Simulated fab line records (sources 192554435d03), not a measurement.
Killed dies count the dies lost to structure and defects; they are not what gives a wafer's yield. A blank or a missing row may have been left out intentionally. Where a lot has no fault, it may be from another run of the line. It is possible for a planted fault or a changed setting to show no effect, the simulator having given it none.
A struck lot beside a sound one    flow n5Finfet    32 out of 1938 route steps
Sound: these wafers, L601.2, L601.3, L601.5. Struck: wafer L612.6 (left out: L612.1, L612.5 of the same lot, which were not struck); the cause appears at the end.
For every step that has rows: the tool of each side, followed by ch and its chambers, followed by its first start. Under that, the readings that differ: sound wafers    struck wafers    difference of the means    sigmas: that difference in standard deviations of wafers without a fault.
alike: words and numbers the same on both sides, and readings whose means are apart by under 2 such deviations; not compared: readings that were withheld, readings missing a value for some wafer, numbers with overlapping values and no deviation given by the record, and bounds like >300 which may hide the same value.
A row with sigmas, a row that says differs or no value, or rows on one side alone: a step with any of these is where the two part. Numbers that have no deviation but don't overlap get no sigmas and don't part them. Lack of a reading on every wafer of one side parts them only where that side has two or more wafers.

first, 6 steps without rows for these wafers: N5_MIM_TOP_LITHO_EBR_04; N5_MIM_TOP_LITHO_SOFTBAKE_03 (time 90 s); N5_MIM_TOP_LITHO_EXPOSE_05 (exposes mask MIM TOP, target cd 2000 nm); N5_MIM_TOP_LITHO_PEB_06; N5_MIM_TOP_LITHO_DEVELOP_07 (develop time 60 s); N5_MIM_TOP_LITHO_HARDBAKE_09 (time 120 s).
N5_MIM_TOP_LITHO_CD_MEAS_08: target cd 2000 nm.
  sound on cdSem-02 ch 0, day 15 10:20; struck on cdSem-02 ch 0, day 19 08:03
  alike: cdNm
N5_MIM_TOP_LITHO_OVL_MEAS_11:
  sound on overlay-01 ch 0, day 15 10:22; struck on overlay-02 ch 0, day 19 08:06
  alike: MIM_TOP_OVL
N5_MIM_TOP_LITHO_INSPECT_12: inspects for defects (macro).
  sound on defectInspect-02, day 15 10:23; struck on defectInspect-02, day 19 08:08
reading         sound  struck  difference  sigmas
rawDefectCount  0 2 1  4       +3          +2
N5_MIM_TOP_LITHO_DESCUM_10: chemistry O2, time 7.9 s.
  sound on rieDiel-03 ch 1,3, day 15 10:26; struck on rieDiel-01 ch 3, day 19 08:19
  alike: drypumpMotorCurrentA, oesProductAu, rfFwdPowerW, rfVppV, showerheadPlenumPTorr, throttleValvePct
  not compared: rfHoursCounterH
then, 2 steps without rows for these wafers: N5_MIM_TOP_ETCH_ETCH_00 (etches TiN in Cl2/BCl3, target depth 38.5 nm); N5_MIM_TOP_ETCH_STRIP_01 (strips in O2).
N5_MIM_TOP_ETCH_PECVD_03: deposits SiNx from SiH4/NH3/N2, target thk 20 nm, time 17.6 s.
  sound on pecvd-04 ch 0,2, day 15 10:43; struck on pecvd-04 ch 0, day 19 08:36
reading                                         sound         struck  difference  sigmas
model.SiNx_of_MIM_TOP_ETCH_PECVD_03.thkNm (nm)  19.8 20 20.2  14      -6          
  alike: heaterPowerW, showerheadPlenumPTorr, throttleValvePct
  not compared: rfFwdPowerW
then, 8 steps without rows for these wafers: N5_MIM_BOT_LITHO_HMDS_01 (time 60 s); N5_MIM_BOT_LITHO_COAT_02; N5_MIM_BOT_LITHO_EBR_04; N5_MIM_BOT_LITHO_SOFTBAKE_03 (time 90 s); N5_MIM_BOT_LITHO_EXPOSE_05 (exposes mask MIM BOT); N5_MIM_BOT_LITHO_PEB_06; N5_MIM_BOT_LITHO_DEVELOP_07 (develop time 60 s); N5_MIM_BOT_LITHO_HARDBAKE_09 (time 120 s).
N5_MIM_BOT_LITHO_CD_MEAS_08: target cd 3000 nm.
  sound on cdSem-02 ch 0, day 15 11:06; struck on cdSem-01 ch 0, day 19 09:05
  alike: cdNm
N5_MIM_BOT_LITHO_OVL_MEAS_11:
  sound on overlay-02 ch 0, day 15 11:08; struck on overlay-02 ch 0, day 19 09:08
  alike: MIM_BOT_OVL
N5_MIM_BOT_LITHO_INSPECT_12: inspects for defects (macro).
  sound on defectInspect-02, day 15 11:10; struck on defectInspect-01, day 19 09:09
reading         sound  struck  difference  sigmas
rawDefectCount  1 1 0  5       +4          +3
N5_MIM_BOT_LITHO_DESCUM_10: chemistry O2, time 7.9 s.
  sound on rieDiel-04 ch 1,2, day 15 11:11; struck on rieDiel-03 ch 0, day 19 09:13
  alike: drypumpMotorCurrentA, oesProductAu, rfFwdPowerW, rfVppV, showerheadPlenumPTorr, throttleValvePct
  not compared: rfHoursCounterH
N5_MIM_BOT_ETCH_ETCH_04: etches SiNx in CF4/O2, target depth 26 nm, time 13 s.
  sound on rieDiel-04 ch 1,2, day 15 11:16; struck on rieDiel-03 ch 0, day 19 09:17
  alike: cf4FlowSccm, drypumpMotorCurrentA, oesProductAu, rfFwdPowerW, rfVppV, showerheadPlenumPTorr, throttleValvePct
  not compared: rfHoursCounterH
N5_MIM_BOT_ETCH_ETCH_03: etches the open film in Cl2/BCl3, target depth 12 nm.
  sound on rieMetal-03 ch 0,1, day 15 11:20; struck on rieMetal-03 ch 0, day 19 09:23
  alike: bcl3FlowSccm, drypumpMotorCurrentA, oesProductAu, rfFwdPowerW, throttleValvePct
  not compared: rfHoursCounterH
N5_MIM_BOT_ETCH_ETCH_00: etches TiN in Cl2/BCl3, target depth 45.5 nm.
  sound on rieMetal-03 ch 0,1, day 15 11:26; struck on rieMetal-03 ch 0, day 19 09:28
  alike: bcl3FlowSccm, drypumpMotorCurrentA, oesProductAu, rfFwdPowerW, throttleValvePct
  not compared: rfHoursCounterH
then, 1 step without rows for these wafers: N5_MIM_BOT_ETCH_STRIP_01 (strips in O2).
N5_MIM_BOT_ETCH_STRIP_02: strips in post etch residue remover, time 1200 s.
  sound on wetBench-01 ch 0,1,2, day 15 11:38; struck on wetBench-01 ch 2, day 19 09:44
reading                                         sound         struck  difference  sigmas
model.SiNx_of_MIM_TOP_ETCH_PECVD_03.thkNm (nm)  19.4 19.6 20  13.6    -6.1        
  alike: bathGuardTempC
then, 1 step without rows for these wafers: N5_MIM_BOT_ETCH_CLEAN_05 (cleans in IPA, time 180 s).
N5_PASSIVATION_PROBE_49:
  sound on prober-02, day 15 20:47; struck on prober-01, day 19 18:48
  alike: defectLimitedYield, killed_at_M0_to_M3, killed_at_M4_up, killedAtContacts, killedAtFrontEnd, killedAtOther, killedDies, killedOpen, killedShort, sort_bin_4_leakage, sort_bin_5_function, sort_bin_6_memory, sort_bin_8_speed, sortNPass, sortYieldPct

WHERE THEY PART
Earliest at N5_MIM_TOP_LITHO_INSPECT_12; latest, in this record, at N5_MIM_BOT_LITHO_INSPECT_12. Later steps at which nothing parts them and some readings are alike: N5_MIM_BOT_LITHO_DESCUM_10, N5_MIM_BOT_ETCH_ETCH_04, N5_MIM_BOT_ETCH_ETCH_03, N5_MIM_BOT_ETCH_ETCH_00, N5_MIM_BOT_ETCH_STRIP_02, N5_PASSIVATION_PROBE_49.

WHY: what the simulator had put in
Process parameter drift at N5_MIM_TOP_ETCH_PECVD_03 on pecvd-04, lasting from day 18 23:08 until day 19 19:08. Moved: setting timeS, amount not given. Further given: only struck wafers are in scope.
